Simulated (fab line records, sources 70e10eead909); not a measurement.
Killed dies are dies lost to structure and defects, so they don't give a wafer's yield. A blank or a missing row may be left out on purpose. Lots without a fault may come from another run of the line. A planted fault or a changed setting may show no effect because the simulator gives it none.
A struck lot beside a sound one | flow nand_harc | 17 steps out of a route of 1302
Sound: wafers L627.3, L627.4, L627.6. Struck: wafers L631.1, L631.3, L631.6. The cause comes at the end.
At each step with rows: each side's tool, then ch and its chambers, then its first start. Under that, the readings that differ: sound wafers | struck wafers | difference of the means | sigmas: that difference in standard deviations of wafers without a fault.
alike: readings whose means differ by less than 2 such deviations, and words and numbers that are the same on both sides. not compared: withheld readings, readings that some wafer has no value for, bounds like >300 that may hide the same value, and numbers for which the record gives no deviation and whose values overlap.
The two part at a step that has a row with sigmas, a row that says differs or no value, or rows on one side only. Numbers that don't overlap but have no deviation are shown without sigmas and don't part them. A reading that every wafer of one side lacks parts them only if that side has two wafers or more.

NHARC_A_SGD_CUT_CD_MEAS_09: target cd 100 nm.
  sound on cd_sem-01 ch 0, day 20 20:18; struck on cd_sem-01 ch 0, day 22 02:47
  alike: cd_nm
NHARC_A_SGD_CUT_OVL_MEAS_10:
  sound on overlay-01, day 20 20:23; struck on overlay-02, day 22 02:52
  alike: overlay_x_nm, overlay_y_nm
NHARC_A_SGD_CUT_INSPECT_11:
  sound on defect_inspect-02, day 20 20:25; struck on defect_inspect-02, day 22 02:55
  alike: raw_defect_count
NHARC_A_SGD_CUT_DESCUM_14: chemistry O2, time 3 s.
  sound on rie_diel-08 ch 2,3, day 20 20:29; struck on rie_diel-09 ch 0,2, day 22 02:58
  reading               | sound             | struck            | difference | sigmas
  oes_product_au (a.u.) | 0.963 0.993 0.974 | 1.027 1.005 1.001 | +0.034     | +2
  alike: drypump_motor_current_A, rf_vpp_V, showerhead_plenum_p_Torr, throttle_valve_pct
  not compared: rf_hours_counter_h
NHARC_A_SGD_CUT_ETCH_58: etches the open film in CF4, target depth 39 nm, time 65 s.
  sound on rie_diel-08 ch 0,1,2, day 20 20:34; struck on rie_diel-09 ch 1,2, day 22 03:03
  alike: bias_w, drypump_motor_current_A, oes_product_au, rf_vpp_V, showerhead_plenum_p_Torr, throttle_valve_pct
  not compared: rf_hours_counter_h
then, 1 step without rows for these wafers: NHARC_A_SGD_CUT_ETCH_59 (etches the open film in N2/H2, target depth 260 nm, time 406.25 s).
NHARC_A_SGD_CUT_ETCH_15: etches the open film in CH3F/O2, target depth 75 nm, time 64.3 s.
  sound on rie_diel-08 ch 1,2,3; struck on rie_diel-09 ch 1,2
  alike: bias_w, drypump_motor_current_A, oes_product_au, rf_vpp_V, showerhead_plenum_p_Torr, throttle_valve_pct
  not compared: rf_hours_counter_h
NHARC_A_SGD_CUT_ETCH_16: etches the open film in C4F8/O2/Ar, target depth 310.5 nm, time 155.2 s.
  sound on rie_diel-08 ch 1,2; struck on rie_diel-09 ch 1,2,3
  reading               | sound             | struck            | difference | sigmas
  oes_product_au (a.u.) | 0.933 0.917 0.907 | 0.973 0.966 0.985 | +0.056     | +3
  alike: bias_w, rf_vpp_V
  not compared: rf_hours_counter_h
then, 1 step without rows for these wafers: NHARC_A_SGD_CUT_STRIP_60 (strips in C4F8/O2/Ar).
NHARC_A_SGD_CUT_STRIP_17: strips in O2.
  sound on rie_diel-08 ch 0,2,3; struck on rie_diel-09 ch 0,2,3
  alike: drypump_motor_current_A, oes_product_au, rf_vpp_V, showerhead_plenum_p_Torr, throttle_valve_pct
  not compared: rf_hours_counter_h
then, 2 steps without rows for these wafers: NHARC_A_SGD_CUT_PRECLEAN_18 (cleans in SC1); NHARC_A_SGD_CUT_SRD_19.
NHARC_A_SGD_CUT_DEP_20: deposits SiO2, target thk 150 nm.
  sound on fcvd-01 ch 0,1, day 20 21:39; struck on fcvd-02 ch 0,1, day 22 04:06
  reading              | sound             | struck | difference                    | sigmas
  susceptor_temp_C (C) | 64.95 65.19 65.35 | - - -  | no value on the struck wafers |
then, 1 step without rows for these wafers: NHARC_A_SGD_CUT_ANNEAL_27 (time 1800 s).
NHARC_A_SGD_CUT_CMP_21: polishes, target thk 148.19 nm.
  sound on cmp-02 ch 0,1,2, day 21 02:15; struck on cmp-03 ch 0,2, day 22 08:46
  reading                | sound    | struck   | difference | sigmas
  time_to_endpoint_s (s) | 47 46 53 | 19 15 16 | -32        | -7
  alike: motor_current_A, slurry_filter_dp_kPa
NHARC_A_SGD_CUT_THK_MEAS_22: measures by ellipsometry.
  sound on film_metro-01, day 21 02:28; struck on film_metro-01, day 22 09:10
  reading     | sound             | struck         | difference | sigmas
  thk_nm (nm) | 146.7 147.4 148.0 | 48.4 49.7 49.8 | -98.1      | -61
  not compared: hold
then, 1 step without rows for these wafers: NHARC_END_SORT_01.

WHERE THEY PART
First at NHARC_A_SGD_CUT_DESCUM_14; last, within this record, at NHARC_A_SGD_CUT_THK_MEAS_22.

WHY: what the simulator had put in
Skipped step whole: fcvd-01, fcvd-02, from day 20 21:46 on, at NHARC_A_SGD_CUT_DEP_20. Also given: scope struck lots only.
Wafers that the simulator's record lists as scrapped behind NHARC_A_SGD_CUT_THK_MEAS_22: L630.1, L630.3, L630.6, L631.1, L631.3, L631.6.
